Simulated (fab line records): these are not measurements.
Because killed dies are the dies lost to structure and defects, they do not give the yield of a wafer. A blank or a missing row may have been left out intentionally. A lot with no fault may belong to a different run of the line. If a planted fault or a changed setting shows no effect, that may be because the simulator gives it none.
Matching of chambers | flow nandHarc | NHARC_A_WL_FILL_STRIP_29 on rieDiel-12 has 4 sister chambers
The step strips in O2, time 20 s. 24 wafers are shown with their chamber, then 12 later ones without.

WAFERS WITH THEIR CHAMBER
wafer  | chamber | drypumpMotorCurrentA (A) | oesProductAu (a.u.) | rfVppV (V)
L076.1 | 2       | 5.7                      | 1.000               | 56.9
L076.4 | 1       | 5.0                      | 1.010               | 56.5
L076.6 | 3       | 6.0                      | 1.009               | 56.6
L077.4 | 3       | 5.9                      | 0.999               | 57.1
L077.5 | 2       | 5.7                      | 0.997               | 57.2
L077.6 | 1       | 5.0                      | 1.009               | 57.7
L080.1 | 2       | 5.7                      | 1.000               | 57.1
L080.4 | 0       | 5.5                      | 0.992               | 57.8
L080.6 | 1       | 5.0                      | 1.009               | 57.2
L082.1 | 0       | 5.5                      | 0.981               | 57.0
L082.2 | 1       | 5.0                      | 1.006               | 57.5
L082.4 | 2       | 5.7                      | 1.000               | 56.2
L083.2 | 0       | 5.5                      | 0.986               | 57.2
L083.3 | 1       | 5.0                      | 1.007               | 55.3
L083.5 | 0       | 5.5                      | 0.989               | 59.4
L086.1 | 3       | 5.9                      | 1.001               | 57.6
L086.3 | 1       | 5.0                      | 1.000               | 56.7
L086.6 | 1       | 5.0                      | 1.002               | 56.4
L085.2 | 3       | 6.0                      | 1.012               | 58.5
L085.3 | 1       | 5.0                      | 1.004               | 58.5
L085.5 | 3       | 5.9                      | 1.011               | 57.9
L089.2 | 2       | 5.7                      | 1.005               | 57.8
L089.3 | 3       | 5.9                      | 1.005               | 56.5
L089.4 | 0       | 5.5                      | 0.989               | 57.7

SIGNATURES, as means of the wafers listed above
reading              | chamber 0 | chamber 1 | chamber 2 | chamber 3 | scatter within a chamber
drypumpMotorCurrentA | 5.500     | 5.000     | 5.700     | 5.933     | 0.0258
oesProductAu         | 0.98740   | 1.00588   | 1.00040   | 1.00617   | 0.00411
rfVppV               | 57.820    | 56.975    | 57.040    | 57.367    | 0.853
Rule: a wafer lies at a distance from a chamber equal to the root of the sum of squares, over the readings, of (its reading less the chamber's mean, divided by the reading's scatter). If the next closest chamber is less than 2 further off than the closest, the wafer can't be placed; otherwise it belongs to the closest. The scatter is the square root of a quotient: the sum, over the shown wafers, of each reading's squared deviation from its chamber's mean, divided by wafers minus chambers.

WAFERS MISSING THEIR CHAMBER
wafer  | drypumpMotorCurrentA (A) | oesProductAu (a.u.) | rfVppV (V)
L091.2 | 5.9                      | 1.005               | 57.4
L091.5 | 5.0                      | 1.003               | 57.3
L091.6 | 5.5                      | 1.000               | 58.2
L092.1 | 5.9                      | 1.018               | 56.6
L092.4 | 5.7                      | 1.004               | 55.8
L092.5 | 5.9                      | 1.004               | 56.0
L093.1 | 5.7                      | 0.990               | 57.7
L093.5 | 5.5                      | 0.979               | 59.5
L093.6 | 5.0                      | 1.004               | 57.5
L095.3 | 5.5                      | 1.000               | 57.7
L095.4 | 5.7                      | 1.008               | 58.2
L095.5 | 5.0                      | 1.006               | 56.3

THE CHAMBER EACH PASSED THROUGH
wafer  | from the rows above | in truth
L091.2 | 3                   | 3
L091.5 | 1                   | 1
L091.6 | 0                   | 0
L092.1 | 3                   | 3
L092.4 | 2                   | 2
L092.5 | 3                   | 3
L093.1 | 2                   | 2
L093.5 | 0                   | 0
L093.6 | 1                   | 1
L095.3 | 0                   | 0
L095.4 | 2                   | 2
L095.5 | 1                   | 1
12 of 12 placed correctly. Can't be placed from these rows: 0. Number placed wrongly: 0.
